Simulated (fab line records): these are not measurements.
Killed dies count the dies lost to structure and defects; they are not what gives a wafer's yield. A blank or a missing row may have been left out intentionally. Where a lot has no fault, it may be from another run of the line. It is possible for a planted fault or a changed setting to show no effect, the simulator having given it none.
Which of the tools did it? / flow nandHarc / Sampling: 12 lots, 36 wafers, 5 of 1302 route steps

WHAT THE GAUGES SHOWED, per wafer
NHARC_THIN_TSV_CD_MEAS_12: target cd 1000 nm. Usual: cdNm at 999.8 nm, with a standard deviation of 1.3.
lot=L614; measured=day 23 22:27; on=cdSem-01; cdNm (nm)=999.2 998.2 997.1; flag=
lot=L615; measured=day 24 06:40; on=cdSem-03; cdNm (nm)=1000.2 1001.3 1000.4; flag=
lot=L617; measured=day 24 13:52; on=cdSem-03; cdNm (nm)=1000.6 1000.6 1002.1; flag=
lot=L616; measured=day 24 22:51; on=cdSem-01; cdNm (nm)=1000.0 998.9 998.2; flag=
lot=L618; measured=day 26 06:35; on=cdSem-03; cdNm (nm)=999.9 999.6 1002.3; flag=
lot=L620; measured=day 26 14:15; on=cdSem-03; cdNm (nm)=1000.3 998.5 1000.0; flag=
lot=L621; measured=day 26 05:31; on=cdSem-03; cdNm (nm)=1000.8 998.7 1000.7; flag=
lot=L622; measured=day 27 10:31; on=cdSem-01; cdNm (nm)=999.6 1000.3 999.2; flag=
lot=L624; measured=day 27 19:52; on=cdSem-01; cdNm (nm)=1001.7 998.9 999.3; flag=
lot=L625; measured=day 27 15:23; on=cdSem-03; cdNm (nm)=1001.1 1001.3 999.9; flag=
lot=L629; measured=day 29 20:14; on=cdSem-02; cdNm (nm)=999.9 1003.3 1001.5; flag=
lot=L628; measured=day 29 19:04; on=cdSem-02; cdNm (nm)=1001.6 1000.4 1000.4; flag=

NHARC_END_SORT_01. Usual: defectLimitedYield 91 %, standard deviation 3.4; killedAtArray 54, standard deviation 23; killedAtOther 1.2, standard deviation 1.5; killedAtPeriphery 3.9, standard deviation 2.5; killedDies 59, standard deviation 23; killedOpen 3.2, standard deviation 1.7; killedShort 2.4, standard deviation 1.6; sort_bin_2_pct 3.0 %, standard deviation 1.4; sort_bin_3_pct 0.7 %, standard deviation 0.45; sort_bin_4_pct 5.0 %, standard deviation 1.9; sortNPass 618, standard deviation 23; sortRimYieldPct 92 %, standard deviation 3.8; sortYieldPct 91 %, standard deviation 3.4.
lot=L617; measured=day 25 11:55; on=prober-01; defectLimitedYield (%)=96 98 96; killedAtArray=19 15 23; killedAtOther=1 1 1; killedAtPeriphery=6 0 3; killedDies=26 16 27; killedOpen=6 0 3; killedShort=8 3 3; sort_bin_2_pct (%)=0.4 0.3 0.6; sort_bin_3_pct (%)=0.1 0.1 0; sort_bin_4_pct (%)=3.2 1.9 3.4; sortNPass=651 661 650; sortRimYieldPct (%)=94 94 94; sortYieldPct (%)=96 98 96; flag=
lot=L625; measured=day 28 09:56; on=prober-01; defectLimitedYield (%)=96 97 96; killedAtArray=19 18 26; killedAtOther=2 2 1; killedAtPeriphery=6 3 2; killedDies=27 23 29; killedOpen=3 2 3; killedShort=2 1 2; sort_bin_2_pct (%)=0.6 1.3 0.9; sort_bin_3_pct (%)=0 0 0.1; sort_bin_4_pct (%)=3.4 2.1 3.2; sortNPass=650 654 648; sortRimYieldPct (%)=95 99 98; sortYieldPct (%)=96 97 96; flag=
lot=L629; measured=day 30 17:50; on=prober-01; defectLimitedYield (%)=88 32 88; killedAtArray=74 56 73; killedAtOther=1 0 2; killedAtPeriphery=7 405 7; killedDies=82 461 82; killedOpen=1 1 3; killedShort=1 1 2; sort_bin_2_pct (%)=5.0 24.7 5.9; sort_bin_3_pct (%)=1.0 5.0 0.6; sort_bin_4_pct (%)=6.1 38.4 5.6; sortNPass=595 216 595; sortRimYieldPct (%)=92 34 90; sortYieldPct (%)=88 32 88; flag=OFF
lot=L628; measured=day 30 17:50; on=prober-02; defectLimitedYield (%)=96 95 96; killedAtArray=20 23 25; killedAtOther=0 1 0; killedAtPeriphery=8 10 4; killedDies=28 34 29; killedOpen=5 2 4; killedShort=3 3 1; sort_bin_2_pct (%)=0.7 1.0 1.0; sort_bin_3_pct (%)=0.1 0.3 0.6; sort_bin_4_pct (%)=3.2 3.7 2.7; sortNPass=649 643 648; sortRimYieldPct (%)=99 93 97; sortYieldPct (%)=96 95 96; flag=

TOOL THAT RAN EACH LOT (tool first, then ch and the chambers of the sampled wafers, then the start)
lot=L614; NHARC_P_BONDPAD_CMP_32=cmp-01 ch 0,1, day 6 11:43; NHARC_THIN_TSV_DESCUM_14=rieDiel-12 ch 0,1,2, day 23 22:38; NHARC_THIN_TSV_PRE_CLEAN_50=pvdSputter-01, no start
lot=L615; NHARC_P_BONDPAD_CMP_32=cmp-03 ch 0,1,2, day 7 03:35; NHARC_THIN_TSV_DESCUM_14=rieDiel-11 ch 1,2,3, day 24 06:50; NHARC_THIN_TSV_PRE_CLEAN_50=pvdSputter-03, no start
lot=L617; NHARC_P_BONDPAD_CMP_32=cmp-04 ch 1,2, day 7 19:20; NHARC_THIN_TSV_DESCUM_14=rieDiel-11 ch 0,1,2, day 24 14:04; NHARC_THIN_TSV_PRE_CLEAN_50=pvdSputter-01, day 25 11:55 or earlier
lot=L616; NHARC_P_BONDPAD_CMP_32=cmp-01 ch 0,1,2, day 7 21:40; NHARC_THIN_TSV_DESCUM_14=rieDiel-11 ch 1,3, day 24 23:01; NHARC_THIN_TSV_PRE_CLEAN_50=pvdSputter-03, no start
lot=L618; NHARC_P_BONDPAD_CMP_32=cmp-03 ch 0,1, day 8 06:41; NHARC_THIN_TSV_DESCUM_14=rieDiel-10 ch 1,2,3, day 26 06:46; NHARC_THIN_TSV_PRE_CLEAN_50=pvdSputter-03, no start
lot=L620; NHARC_P_BONDPAD_CMP_32=cmp-01 ch 2,3, day 9 00:49; NHARC_THIN_TSV_DESCUM_14=rieDiel-12 ch 0,2,3, day 26 14:26; NHARC_THIN_TSV_PRE_CLEAN_50=pvdSputter-01, no start
lot=L621; NHARC_P_BONDPAD_CMP_32=cmp-03 ch 1,3, day 9 05:30; NHARC_THIN_TSV_DESCUM_14=rieDiel-10 ch 1,2,3, day 26 05:42; NHARC_THIN_TSV_PRE_CLEAN_50=pvdSputter-03, no start
lot=L622; NHARC_P_BONDPAD_CMP_32=cmp-03 ch 0,1,3, day 10 01:50; NHARC_THIN_TSV_DESCUM_14=rieDiel-10 ch 0,2,3, day 27 10:41; NHARC_THIN_TSV_PRE_CLEAN_50=pvdSputter-02, no start
lot=L624; NHARC_P_BONDPAD_CMP_32=cmp-01 ch 0,1,3, day 10 19:39; NHARC_THIN_TSV_DESCUM_14=rieDiel-10 ch 0,3, day 27 20:02; NHARC_THIN_TSV_PRE_CLEAN_50=pvdSputter-03, no start
lot=L625; NHARC_P_BONDPAD_CMP_32=cmp-01 ch 1,3, day 11 09:01; NHARC_THIN_TSV_DESCUM_14=rieDiel-10 ch 0,1,2, day 27 15:32; NHARC_THIN_TSV_PRE_CLEAN_50=pvdSputter-02, day 28 09:56 or earlier
lot=L629; NHARC_P_BONDPAD_CMP_32=cmp-01 ch 0,1,2, day 12 17:38; NHARC_THIN_TSV_DESCUM_14=rieDiel-10 ch 0,3, day 29 20:23; NHARC_THIN_TSV_PRE_CLEAN_50=pvdSputter-01, day 30 17:50 or earlier
lot=L628; NHARC_P_BONDPAD_CMP_32=cmp-04 ch 0,1, day 12 18:38; NHARC_THIN_TSV_DESCUM_14=rieDiel-12 ch 1,2, day 29 19:13; NHARC_THIN_TSV_PRE_CLEAN_50=pvdSputter-03, day 30 17:50 or earlier
- NHARC_P_BONDPAD_CMP_32: polishes SiCN, target thk 200 nm.
- NHARC_THIN_TSV_DESCUM_14: chemistry O2, time 3 s.
- NHARC_THIN_TSV_PRE_CLEAN_50: time 30 s.

AS READ BY THE TOOLS THEMSELVES (means over the sampled wafers that have a number; for cases with no such wafer, the mark the record gives instead)
NHARC_P_BONDPAD_CMP_32. Usual: motorCurrentA at 12.0 A, with a standard deviation of 1.5.
lot=L614; tool=cmp-01; motorCurrentA (A)=10.8; flag=
lot=L615; tool=cmp-03; motorCurrentA (A)=11.5; flag=
lot=L617; tool=cmp-04; motorCurrentA (A)=12.1; flag=
lot=L616; tool=cmp-01; motorCurrentA (A)=12.3; flag=
lot=L618; tool=cmp-03; motorCurrentA (A)=11.3; flag=
lot=L620; tool=cmp-01; motorCurrentA (A)=14.7; flag=
lot=L621; tool=cmp-03; motorCurrentA (A)=11.5; flag=
lot=L622; tool=cmp-03; motorCurrentA (A)=11.3; flag=
lot=L624; tool=cmp-01; motorCurrentA (A)=12.4; flag=
lot=L625; tool=cmp-01; motorCurrentA (A)=13.0; flag=
lot=L629; tool=cmp-01; motorCurrentA (A)=12.4; flag=
lot=L628; tool=cmp-04; motorCurrentA (A)=12.3; flag=

NHARC_THIN_TSV_DESCUM_14. Usual: drypumpMotorCurrentA 5.7 A, standard deviation 0.39; oesProductAu 0.997 a.u., standard deviation 0.0076; rfVppV 57.9 V, standard deviation 0.9; showerheadPlenumPTorr 1.92 Torr, standard deviation 0.078; throttleValvePct 11.311 %, standard deviation 0.0089.
lot=L614; tool=rieDiel-12; drypumpMotorCurrentA (A)=5.6; oesProductAu (a.u.)=0.995; rfVppV (V)=58.6; showerheadPlenumPTorr (Torr)=1.87; throttleValvePct (%)=11.307; flag=
lot=L615; tool=rieDiel-11; drypumpMotorCurrentA (A)=5.3; oesProductAu (a.u.)=0.988; rfVppV (V)=57.5; showerheadPlenumPTorr (Torr)=1.89; throttleValvePct (%)=11.316; flag=
lot=L617; tool=rieDiel-11; drypumpMotorCurrentA (A)=5.1; oesProductAu (a.u.)=0.993; rfVppV (V)=58.3; showerheadPlenumPTorr (Torr)=1.92; throttleValvePct (%)=11.311; flag=
lot=L616; tool=rieDiel-11; drypumpMotorCurrentA (A)=5.0; oesProductAu (a.u.)=1.004; rfVppV (V)=58.8; showerheadPlenumPTorr (Torr)=1.95; throttleValvePct (%)=11.309; flag=
lot=L618; tool=rieDiel-10; drypumpMotorCurrentA (A)=5.9; oesProductAu (a.u.)=1.000; rfVppV (V)=57.8; showerheadPlenumPTorr (Torr)=1.95; throttleValvePct (%)=11.303; flag=
lot=L620; tool=rieDiel-12; drypumpMotorCurrentA (A)=5.6; oesProductAu (a.u.)=0.996; rfVppV (V)=58.8; showerheadPlenumPTorr (Torr)=1.86; throttleValvePct (%)=11.306; flag=
lot=L621; tool=rieDiel-10; drypumpMotorCurrentA (A)=5.9; oesProductAu (a.u.)=0.996; rfVppV (V)=58.3; showerheadPlenumPTorr (Torr)=1.95; throttleValvePct (%)=11.308; flag=
lot=L622; tool=rieDiel-10; drypumpMotorCurrentA (A)=5.7; oesProductAu (a.u.)=0.993; rfVppV (V)=58.2; showerheadPlenumPTorr (Torr)=1.97; throttleValvePct (%)=11.308; flag=
lot=L624; tool=rieDiel-10; drypumpMotorCurrentA (A)=5.6; oesProductAu (a.u.)=0.996; rfVppV (V)=57.3; showerheadPlenumPTorr (Torr)=1.95; throttleValvePct (%)=11.310; flag=
lot=L625; tool=rieDiel-10; drypumpMotorCurrentA (A)=5.9; oesProductAu (a.u.)=0.989; rfVppV (V)=58.8; showerheadPlenumPTorr (Torr)=1.94; throttleValvePct (%)=11.310; flag=
lot=L629; tool=rieDiel-10; drypumpMotorCurrentA (A)=5.5; oesProductAu (a.u.)=0.988; rfVppV (V)=58.3; showerheadPlenumPTorr (Torr)=1.94; throttleValvePct (%)=11.317; flag=
lot=L628; tool=rieDiel-12; drypumpMotorCurrentA (A)=5.8; oesProductAu (a.u.)=0.989; rfVppV (V)=58.5; showerheadPlenumPTorr (Torr)=1.89; throttleValvePct (%)=11.306; flag=

NHARC_THIN_TSV_PRE_CLEAN_50. Usual: heaterPowerW at 450 W, with a standard deviation of 34.
lot=L614; tool=pvdSputter-01; heaterPowerW (W)=423; flag=
lot=L615; tool=pvdSputter-03; heaterPowerW (W)=451; flag=
lot=L617; tool=pvdSputter-01; heaterPowerW (W)=485; flag=
lot=L616; tool=pvdSputter-03; heaterPowerW (W)=457; flag=
lot=L618; tool=pvdSputter-03; heaterPowerW (W)=455; flag=
lot=L620; tool=pvdSputter-01; heaterPowerW (W)=464; flag=
lot=L621; tool=pvdSputter-03; heaterPowerW (W)=455; flag=
lot=L622; tool=pvdSputter-02; heaterPowerW (W)=433; flag=
lot=L624; tool=pvdSputter-03; heaterPowerW (W)=459; flag=
lot=L625; tool=pvdSputter-02; heaterPowerW (W)=451; flag=
lot=L629; tool=pvdSputter-01; heaterPowerW (W)=451; flag=
lot=L628; tool=pvdSputter-03; heaterPowerW (W)=448; flag=

THE ANSWER, worked out from the rows above alone
Rule: take the mean of a lot's wafers that have a number; if it is more than 3 standard deviations from the usual mean, the lot is off. A lot without any number at a reading at which 4 lots or more have one is off too. The other lots that the step has rows for count as sound. Order of review: gauges by route order, followed by the tools' own readings, for which a lot's mean as printed above is used. At the first step where some lot is off, the reading lying furthest off is the one used; lots without a number count as furthest.
Off, at NHARC_END_SORT_01 on killedAtPeriphery: L629. Neither off nor sound, because the step has no rows for them: L614, L615, L616, L618, L620, L621, L622, L624.
If a tool, at a process step before that reading, ran all the lots that are off and no sound lot after the first of them, it fits. Those tools and the gauges at NHARC_END_SORT_01 are tried in the same way. Because NHARC_THIN_TSV_PRE_CLEAN_50 lacks a start for some lots, the hours and order of its lots are taken from NHARC_END_SORT_01. Can't be told from this: 4 tools fit, cmp-01 at NHARC_P_BONDPAD_CMP_32, rieDiel-10 at NHARC_THIN_TSV_DESCUM_14, pvdSputter-01 at NHARC_THIN_TSV_PRE_CLEAN_50, prober-01 at NHARC_END_SORT_01.

WHAT THE SIMULATOR HAD PUT IN
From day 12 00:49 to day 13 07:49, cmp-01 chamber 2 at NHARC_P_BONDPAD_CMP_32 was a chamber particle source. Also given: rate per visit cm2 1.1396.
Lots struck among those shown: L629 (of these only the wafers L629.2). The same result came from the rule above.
